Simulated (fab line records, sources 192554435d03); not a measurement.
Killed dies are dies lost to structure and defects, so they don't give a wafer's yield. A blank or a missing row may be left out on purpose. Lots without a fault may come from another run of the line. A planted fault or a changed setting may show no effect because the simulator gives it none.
Chamber matching | flow n5_finfet | N5_GATE_CUT_CMP_23 on cmp-01: 4 sister chambers
The step polishes, stops on SiO2, t overpolish 23.4 s, target thk 16 nm. 24 wafers are shown with their chamber, then 12 later ones without.

WAFERS WITH THEIR CHAMBER
wafer  | chamber | motor_current_A (A) | time_to_endpoint_s (s) | overpolish_run_s (s)
L074.1 | 2       | 10.3                | 19                     | 23.409
L074.2 | 3       | 8.1                 | 15                     | 23.394
L074.4 | 1       | 7.9                 | 19                     | 23.412
L076.1 | 0       | 9.9                 | 19                     | 23.389
L076.2 | 3       | 8.4                 | 14                     | 23.403
L076.4 | 1       | 7.9                 | 19                     | 23.404
L080.1 | 1       | 7.9                 | 18                     | 23.388
L080.2 | 2       | 10.1                | 14                     | 23.403
L080.4 | 3       | 7.7                 | 13                     | 23.378
L081.2 | 1       | 8.6                 | 15                     | 23.391
L081.3 | 0       | 10.0                | 17                     | 23.401
L081.6 | 0       | 10.3                | 17                     | 23.401
L083.1 | 1       | 7.7                 | 16                     | 23.409
L083.2 | 3       | 8.1                 | 11                     | 23.395
L083.5 | 0       | 10.5                | 19                     | 23.391
L084.2 | 3       | 8.1                 | 16                     | 23.397
L084.4 | 1       | 7.7                 | 18                     | 23.401
L084.5 | 0       | 10.4                | 23                     | 23.394
L086.1 | 3       | 8.1                 | 17                     | 23.398
L086.4 | 1       | 8.4                 | 18                     | 23.403
L086.5 | 1       | 7.7                 | 19                     | 23.399
L091.2 | 3       | 7.8                 | 16                     | 23.401
L091.3 | 0       | 10.2                | 25                     | 23.386
L091.5 | 1       | 7.9                 | 22                     | 23.391

SIGNATURES (means of the wafers above)
reading            | chamber 0 | chamber 1 | chamber 2 | chamber 3 | scatter within a chamber
motor_current_A    | 10.217    | 7.967     | 10.200    | 8.043     | 0.267
time_to_endpoint_s | 20.00     | 18.22     | 16.50     | 14.57     | 2.49
overpolish_run_s   | 23.39367  | 23.39978  | 23.40600  | 23.39514  | 0.00766
Rule: a wafer's distance from a chamber is the root of the sum, over the readings, of the square of ((its reading less the chamber's mean) divided by the reading's scatter). The wafer belongs to the nearest chamber; if the next one is less than 2 further off, it can't be placed. The scatter: the root of (the sum of the squares of (reading less its chamber's mean) over the shown wafers, divided by (wafers less chambers)).

WAFERS WITHOUT THEIR CHAMBER
wafer  | motor_current_A (A) | time_to_endpoint_s (s) | overpolish_run_s (s)
L092.2 | 8.3                 | 15                     | 23.402
L092.4 | 8.3                 | 17                     | 23.414
L092.5 | 7.9                 | 19                     | 23.414
L093.1 | 10.2                | 23                     | 23.417
L093.5 | 8.7                 | 18                     | 23.386
L093.6 | 10.2                | 21                     | 23.398
L095.1 | 10.2                | 21                     | 23.399
L095.3 | 8.0                 | 17                     | 23.408
L095.5 | 8.0                 | 18                     | 23.396
L097.2 | 10.2                | 20                     | 23.407
L097.3 | 10.1                | 22                     | 23.395
L097.4 | 8.5                 | 15                     | 23.391

WHICH CHAMBER EACH WENT THROUGH
wafer  | from the rows above     | in truth
L092.2 | can't be placed: 3 or 1 | 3
L092.4 | can't be placed: 1 or 3 | 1
L092.5 | can't be placed: 1 or 3 | 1
L093.1 | can't be placed: 2 or 0 | 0
L093.5 | can't be placed: 3 or 1 | 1
L093.6 | can't be placed: 0 or 2 | 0
L095.1 | can't be placed: 0 or 2 | 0
L095.3 | can't be placed: 1 or 3 | 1
L095.5 | can't be placed: 1 or 3 | 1
L097.2 | can't be placed: 2 or 0 | 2
L097.3 | can't be placed: 0 or 2 | 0
L097.4 | can't be placed: 3 or 1 | 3
Placed correctly: 0 of 12. Can't be placed from these rows: 12 (the true chamber is among the candidates in 12). Placed wrongly: 0.
